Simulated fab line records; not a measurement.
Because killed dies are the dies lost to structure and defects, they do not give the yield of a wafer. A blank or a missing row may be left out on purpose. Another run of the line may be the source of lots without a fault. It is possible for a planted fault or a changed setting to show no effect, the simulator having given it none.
A lot that was struck, set against a sound lot	flow nand harc	15 out of 1302 route steps
Sound: the wafers L419.1, L419.2, L419.6. Struck: wafer L413.1. (L413.6 of the same lot was not struck and is left out.) The cause comes at the end.
At each step with rows: each side's tool, then ch and its chambers, then its first start. Under that, the readings that differ: sound wafers	struck wafers	difference of the means	sigmas: that difference in standard deviations of wafers without a fault.
alike: a reading whose means differ by less than 2 such deviations, as well as words and numbers matching on both sides. not compared: withheld readings; readings where some wafer has no value; bounds like >300 that might hide an equal value; numbers whose values overlap and for which the record gives no deviation.
The two part at a step that has a row with sigmas, a row that says differs or no value, or rows on one side only. Non-overlapping numbers with no deviation appear without sigmas and do not part them. A reading that every wafer of one side lacks parts them only if that side has two wafers or more.

first, 8 steps without rows for these wafers: NHARC_A_BLC_COAT_02 (time 75 s); NHARC_A_BLC_COAT_03 (time 65 s); NHARC_A_BLC_COAT_04 (resist thk 90 nm); NHARC_A_BLC_SOFTBAKE_05 (time 55 s); NHARC_A_BLC_EBR_06; NHARC_A_BLC_EXPOSE_07 (exposes mask A BLC, target cd 100 nm); NHARC_A_BLC_PEB_08 (peb time 65 s); NHARC_A_BLC_DEVELOP_09 (develop time 35 s).
NHARC_A_BLC_CD_MEAS_10: the cd target is 100 nm.
  sound on cd sem-03 ch 0, day 30 14:50; struck on cd sem-02 ch 0, day 27 17:12
  alike: cd nm
NHARC_A_BLC_OVL_MEAS_11:
  struck on overlay-01, day 27 17:17; sound on overlay-01, day 30 14:55
  alike: overlay x nm, overlay y nm
NHARC_A_BLC_INSPECT_12:
  struck on defect inspect-02, day 27 17:20; sound on defect inspect-01, day 30 14:57
  alike: raw defect count
NHARC_A_BLC_DESCUM_15: chemistry O2, time 3 s.
  sound on rie diel-13 ch 0,3, day 30 15:01; struck on rie diel-04 ch 3, day 27 17:25
reading	sound	struck	difference	sigmas
throttle valve pct (%)	11.312 11.301 11.310	11.333	+0.025	+3
  alike: chamber pressure mTorr, drypump motor current A, oes product au, rf vpp V, showerhead plenum p Torr
  not compared: rf hours counter h
NHARC_A_BLC_ETCH_16: etches the open film in CF4, target depth 39 nm, time 65 s.
  sound on rie diel-13 ch 1,2,3, day 30 15:06; struck on rie diel-04 ch 3, day 27 17:28
reading	sound	struck	difference	sigmas
run length s (s)	85.9 85.8 86.2	69.0	-17.0	-29
  alike: chamber pressure mTorr, drypump motor current A, oes product au, rf vpp V, showerhead plenum p Torr, throttle valve pct
  not compared: rf hours counter h
NHARC_A_BLC_ETCH_17: etches the open film in N2/H2, target depth 390 nm, time 609.38 s.
  sound on rie diel-13 ch 0,1; struck on rie diel-04 ch 2
  alike: chamber pressure mTorr, drypump motor current A, oes product au, rf vpp V, run length s, showerhead plenum p Torr, throttle valve pct
  not compared: rf hours counter h
NHARC_END_SORT_01:
  only the struck wafers appear in the record here, on prober-02 ch 0 at day 29 11:46; the sound ones have no rows

== WHERE THEY PART ==
Last at NHARC_END_SORT_01 as far as this record goes, first at NHARC_A_BLC_DESCUM_15.

WHY: the cause the simulator had injected
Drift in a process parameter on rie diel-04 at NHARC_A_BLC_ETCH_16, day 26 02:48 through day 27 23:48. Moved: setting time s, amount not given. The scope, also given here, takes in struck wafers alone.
